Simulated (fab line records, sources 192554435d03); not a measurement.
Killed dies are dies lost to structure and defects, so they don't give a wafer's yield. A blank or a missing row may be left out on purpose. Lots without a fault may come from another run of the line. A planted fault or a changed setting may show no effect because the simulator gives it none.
fab line records | flow n5_finfet
record lots=11 wafers=33 last_day=18
route steps=1938 shown DUMMY_GATE@232 SPACER0@259 SD_EPI_N@273
lots that met no fault: from a run of the same line without faults
start_h: hours from the record's first day to the start of the lot's first wafer shown | wait_h: hours since the lot's step before | " the same as in the row above | L1.1+2: a row that stands for several wafers | - no value, or no start given | * or withheld: withheld | < > ~ a bound
route shown NAME@n: a module of which the file shows steps, and the number in the route of the first | usual: mean/standard deviation of fault-free wafers | same: alike in all rows | chamber/n: place in a boat | sites: the reading at each site | _std_site: their standard deviation | _edge_site: outer sites' mean less inner sites' | radius_mm: how far each site lies from the wafer's centre | mask NAME#n: copy n | behind: the tool/chamber that last shaped the wafer | hold: why the lot was held/for how many hours/how that ended | device: the transistor (n, p or np) that didn't switch | end of line: the same wafers' tests at the end of the route | a step without rows: its recipe alone | killed: dies lost to structure and defects at the first sort, not the wafer's yield | map: a wafer's dies, x killed, . not, _ none there
set.NAME: the setting as run; set.NAME@STEP: as run at that earlier step | model.NAME: the simulator's own value behind a step, which no gauge read
steps of the route over a sample of lots; a table a step, a row a wafer
services: from which hour (start_h, from the record's first day; less than 0 if before it) a tool's chamber was out of use, for how many hours, and why
## steps
# step N5_DUMMY_GATE_OVL_MEAS_16
# recipe points_per_wafer=522
# usual GATE_OVL=0.1/0.64
# columns lot.wafer tool chamber start_h wait_h GATE_OVL[nm]
L343.2 overlay-02 0 53.33 0.0 1.3
L343.5 " 0 " " 1.5
L343.6 " 0 " " 0.3
L347.1 overlay-02 0 76.02 0.0 -0.3
L347.4 " 0 " " -0.9
L347.6 " 0 " " -1.4
L348.1 overlay-02 0 81.07 0.0 -0.8
L348.2 " 0 " " 0.3
L348.3 " 0 " " 0.1
L349.2 overlay-02 0 89.89 0.0 0.0
L349.4 " 0 " " -0.1
L349.6 " 0 " " -0.9
L350.2 overlay-02 0 98.37 0.0 0.9
L350.3 " 0 " " 0.2
L350.6 " 0 " " 0.5
L351.1 overlay-02 0 105.17 0.0 2.1
L351.3 " 0 " " 1.3
L351.6 " 0 " " 2.2
L354.2 overlay-01 0 124.62 0.0 0.3
L354.4 " 0 " " 1.5
L354.6 " 0 " " -0.1
L362.1 overlay-02 0 168.59 0.0 -0.4
L362.2 " 0 " " -0.4
L362.3 " 0 " " -0.8
L363.3 overlay-02 0 179.02 0.0 0.0
L363.5 " 0 " " 0.0
L363.6 " 0 " " 0.6
L364.2 overlay-02 0 182.24 0.0 1.0
L364.3 " 0 " " 0.1
L364.5 " 0 " " 0.6
L365.2 overlay-01 0 182.94 0.0 -0.7
L365.4 " 0 " " -0.2
L365.5 " 0 " " -0.1
# step N5_DUMMY_GATE_ETCH_29
# recipe chemistry=N2/H2 target=underlayer target_depth_a=130 ion_energy_ev=200 pressure_mtorr=30 source_w=840 bias_w=150 n2_flow_sccm=200 h2_flow_sccm=200
# usual drypump_motor_current_A=5.9/0.44 oes_product_au=0.75/0.053 rf_vpp_V=523.9/2.8 showerhead_plenum_p_Torr=2.55/0.099 throttle_valve_pct=18.02/0.27
# columns lot.wafer tool chamber start_h wait_h drypump_motor_current_A oes_product_au rf_hours_counter_h rf_vpp_V showerhead_plenum_p_Torr throttle_valve_pct
L343.2 rie_diel-01 1 53.49 0.0 5.5 0.72 212 525.5 2.60 18.10
L343.5 " 3 " " 5.4 0.80 - 524.0 2.60 18.47
L343.6 " 0 " " 5.5 0.71 - 523.6 2.54 18.10
L347.1 rie_diel-06 2 76.18 0.0 5.6 0.73 212 522.7 2.49 18.26
L347.4 " 3 " " 5.9 0.81 94 518.7 2.36 17.63
L347.6 " 3 " " 5.9 0.81 - 517.9 2.36 17.62
L348.1 rie_diel-03 0 81.22 0.0 5.8 0.78 123 526.9 2.66 18.18
L348.2 " 2 " " 6.2 0.69 170 526.1 2.64 17.92
L348.3 " 3 " " 5.8 0.82 79 521.5 2.48 17.63
L349.2 rie_diel-03 3 90.04 0.0 5.8 0.83 82 522.7 2.48 17.63
L349.4 " 1 " " 6.8 0.71 174 521.0 2.42 18.08
L349.6 " 3 " " 5.8 0.81 - 519.6 2.48 17.60
L350.2 rie_diel-03 2 98.53 0.0 6.2 0.70 175 525.8 2.64 17.94
L350.3 " 3 " " 5.8 0.82 84 522.3 2.48 17.63
L350.6 " 3 " " 5.8 0.83 - 521.0 2.48 17.62
L351.1 rie_diel-03 2 105.34 0.0 6.2 0.69 177 527.5 2.64 17.94
L351.3 " 1 " " 6.8 0.71 179 520.4 2.42 18.07
L351.6 " 3 " " 5.8 0.82 - 522.5 2.48 17.63
L354.2 rie_diel-01 1 124.78 0.0 5.5 0.71 234 526.6 2.59 18.15
L354.4 " 0 " " 5.5 0.70 203 524.7 2.53 18.17
L354.6 " 3 " " 5.4 0.79 - 524.0 2.59 18.51
L362.1 rie_diel-06 2 168.74 0.0 5.6 0.71 242 522.4 2.48 18.29
L362.2 " 0 " " 6.5 0.76 181 521.2 2.44 17.63
L362.3 " 1 " " 6.5 0.86 31 529.1 2.71 17.86
L363.3 rie_diel-06 3 179.17 0.0 5.9 0.80 125 518.8 2.35 17.69
L363.5 " 2 " " 5.6 0.71 - 522.5 2.48 18.31
L363.6 " 1 " " 6.5 0.87 - 528.3 2.71 17.87
L364.2 rie_diel-01 2 182.56 0.0 5.4 0.72 185 525.9 2.64 18.05
L364.3 " 0 " " 5.5 0.69 222 522.7 2.52 18.21
L364.5 " 3 " " 5.4 0.76 - 523.2 2.58 18.54
L365.2 rie_diel-01 0 183.19 0.0 5.5 0.69 223 522.8 2.52 18.20
L365.4 " 3 " " 5.4 0.76 - 524.2 2.58 18.52
L365.5 " 2 " " 5.4 0.72 - 527.7 2.64 18.06
# step N5_SPACER0_ALD_00
# recipe material=SiOCN target_thk_a=35 temp_c=400 ald_precursor_family=alkyl-aminosilane ald_co_reactant=O2/N2-plasma pulse_time_s=3 purge_time_s=2 co_reactant_purge_time_s=2 ald_cycles=58 pressure_torr=2
# usual ald_cycles=58/0 heater_power_w=859/84 precursor_pulse_height_rel=0.998/0.021
# same pulse_time_s=3
# columns lot.wafer tool chamber start_h wait_h ald_cycles heater_power_w precursor_pulse_height_rel
L343.2 ald_sin-02 1 54.92 0.1 58 889 0.956
L343.5 " 3 " " 58 761 0.995
L343.6 " 0 " " 58 845 1.021
L347.1 ald_sin-01 0 77.66 0.1 58 1012 0.965
L347.4 " 3 " " 58 783 0.979
L347.6 " 0 " " 58 1040 0.989
L348.1 ald_sin-01 1 82.53 0.1 58 920 0.994
L348.2 " 2 " " 58 966 1.013
L348.3 " 3 " " 58 765 0.986
L349.2 ald_sin-02 1 94.41 0.1 58 884 1.007
L349.4 " 3 " " 58 747 0.998
L349.6 " 1 " " 58 868 0.979
L350.2 ald_sin-02 2 100.51 0.1 58 781 1.012
L350.3 " 1 " " 58 886 1.044
L350.6 " 1 " " 58 908 1.000
L351.1 ald_sin-02 2 106.85 0.1 58 777 0.993
L351.3 " 1 " " 53 869 0.964
L351.6 " 1 " " 53 871 0.973
L354.2 ald_sin-02 1 126.28 0.1 58 878 0.971
L354.4 " 2 " " 58 775 0.986
L354.6 " 3 " " 53 759 1.004
L362.1 ald_sin-04 0 170.03 0.1 58 833 0.983
L362.2 " 3 " " 58 914 0.971
L362.3 " 1 " " 58 823 0.992
L363.3 ald_sin-01 3 181.67 0.1 58 741 1.014
L363.5 " 3 " " 58 747 0.977
L363.6 " 2 " " 58 960 0.978
L364.2 ald_sin-02 1 183.84 0.1 58 884 1.024
L364.3 " 3 " " 58 777 0.999
L364.5 " 3 " " 58 777 1.002
L365.2 ald_sin-02 0 186.54 0.1 58 854 0.998
L365.4 " 1 " " 58 912 1.008
L365.5 " 3 " " 58 749 1.003
# step N5_SD_EPI_N_DESCUM_14
# recipe chemistry=O2 time_s=7.9 source_power_w=50 bias_power_w=20 pressure_mtorr=20 rf_frequency_hz=2.712e+07 temp_c=40 resist=CAR-ArF-block o2_flow_sccm=225
# usual drypump_motor_current_A=5.7/0.4 oes_product_au=0.77/0.1 rf_vpp_V=243.2/1.6 showerhead_plenum_p_Torr=2.09/0.092 throttle_valve_pct=20.34/0.17
# same time_s=7.9
# columns lot.wafer tool chamber start_h wait_h drypump_motor_current_A oes_product_au rf_hours_counter_h rf_vpp_V showerhead_plenum_p_Torr throttle_valve_pct
L343.2 rie_diel-05 3 55.83 0.0 5.6 0.69 237 242.9 2.03 20.64
L343.5 " 1 " " 6.1 0.80 - 244.9 2.18 20.40
L343.6 " 2 " " 5.5 0.80 - 239.1 1.92 20.17
L347.1 rie_diel-04 1 78.56 0.0 5.5 0.71 192 243.7 2.18 20.26
L347.4 " 3 " " 6.0 0.67 234 243.4 2.05 20.15
L347.6 " 2 " " 5.3 0.71 - 242.2 2.06 20.46
L348.1 rie_diel-02 0 83.30 0.0 6.1 0.70 176 241.7 2.02 20.34
L348.2 " 2 " " 5.6 0.72 202 243.7 2.06 20.48
L348.3 " 1 " " 5.9 0.69 235 243.7 2.19 20.70
L349.2 rie_diel-04 1 95.31 0.0 5.5 0.70 196 244.2 2.18 20.28
L349.4 " 3 " " 6.0 0.66 241 241.2 2.05 20.17
L349.6 " 3 " " 6.1 0.66 - 243.2 2.05 20.17
L350.2 rie_diel-04 0 101.30 0.0 5.6 0.94 16 248.2 2.24 20.41
L350.3 " 2 " " 5.3 0.70 206 242.2 2.05 20.50
L350.6 " 2 " " 5.3 0.69 - 242.2 2.05 20.48
L351.1 rie_diel-02 1 107.75 0.0 5.9 0.68 243 244.7 2.19 20.73
L351.3 " 3 " " 6.5 0.71 183 242.8 2.08 20.20
L351.6 " 1 " " 5.9 0.68 - 244.4 2.19 20.73
L354.2 rie_diel-04 1 127.35 0.2 5.4 0.70 203 243.2 2.18 20.28
L354.4 " 1 " " 5.4 0.70 - 243.1 2.18 20.28
L354.6 " 0 " " 5.6 0.94 - 246.1 2.24 20.42
L362.1 rie_diel-04 0 171.04 0.1 5.6 0.88 46 245.0 2.23 20.47
L362.2 " 3 " " 6.1 0.97 6 243.5 2.05 19.96
L362.3 " 1 " " 5.4 0.68 222 243.1 2.17 20.32
L363.3 rie_diel-05 3 182.58 0.0 5.6 0.91 23 242.9 2.02 20.27
L363.5 " 3 " " 5.5 0.91 - 240.8 2.02 20.28
L363.6 " 2 " " 5.4 0.74 - 241.2 1.90 20.25
L364.2 rie_diel-04 3 184.74 0.0 6.0 0.95 12 243.4 2.04 19.95
L364.3 " 0 " " 5.6 0.87 51 244.8 2.23 20.47
L364.5 " 0 " " 5.5 0.87 - 245.3 2.23 20.47
L365.2 rie_diel-05 1 187.32 0.0 6.1 0.76 158 245.8 2.17 20.46
L365.4 " 2 " " 5.5 0.74 175 239.8 1.90 20.25
L365.5 " 1 " " 6.1 0.76 - 244.7 2.17 20.47
## services
# columns tool chamber start_h hours kind
rie_diel-05 - 46.75 2.8 pm
rie_diel-02 - 63.88 0.1 repair
ald_sin-02 - 75.70 0.6 repair
ald_sin-04 - 79.54 14.6 pm
rie_diel-04 1 84.16 5.7 repair
ald_sin-01 - 85.29 14.0 pm
rie_diel-01 0 90.51 8.2 repair
rie_diel-06 0 92.45 4.8 repair
ald_sin-04 - 95.57 0.2 repair
ald_sin-04 3 103.49 7.6 repair
ald_sin-02 0 109.50 4.8 repair
rie_diel-01 0 116.14 1.5 repair
rie_diel-04 3 117.89 - clean
rie_diel-04 3 117.89 - consumable_replace:focus_ring
rie_diel-01 2 127.11 6.6 repair
rie_diel-05 - 138.50 4.3 pm
rie_diel-03 2 140.26 5.8 repair
rie_diel-04 3 143.18 13.8 repair
rie_diel-06 1 154.34 5.2 repair
rie_diel-05 - 164.14 0.3 repair
rie_diel-05 - 171.64 2.2 repair
rie_diel-02 3 173.21 5.4 repair
rie_diel-04 1 175.48 62.1 repair
ald_sin-04 - 176.75 14.0 pm
## key
first_sign step=N5_SPACER0_ALD_00 reading=ald_cycles direction=down sigmas=99+ usual=* struck=*
effect none on later readings
met_at N5_SPACER0_ALD_00
struck_lots L351,L354
struck_wafers L351.3,L351.6,L354.6
tester_left_out L351,L354
not_acting_at N5_DUMMY_GATE_OVL_MEAS_16,N5_DUMMY_GATE_ETCH_29,N5_SD_EPI_N_DESCUM_14
onset_between 100.51 106.85
fault kind=process_parameter_drift tool=ald_sin-02 chamber=- onset_h=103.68 steps=N5_SPACER0_ALD_00 channel=ald_cycles offset=* shape=step end_h=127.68 scope=struck_wafers_only acts_in=* stated=*
# tester_left_out: of these lots the tester's yield and bins aren't shown, on N5 and GAA mostly nor the transistor test; their killed dies are dies lost to structure and defects alone, not to doping, threshold or leakage, so they don't give the yield
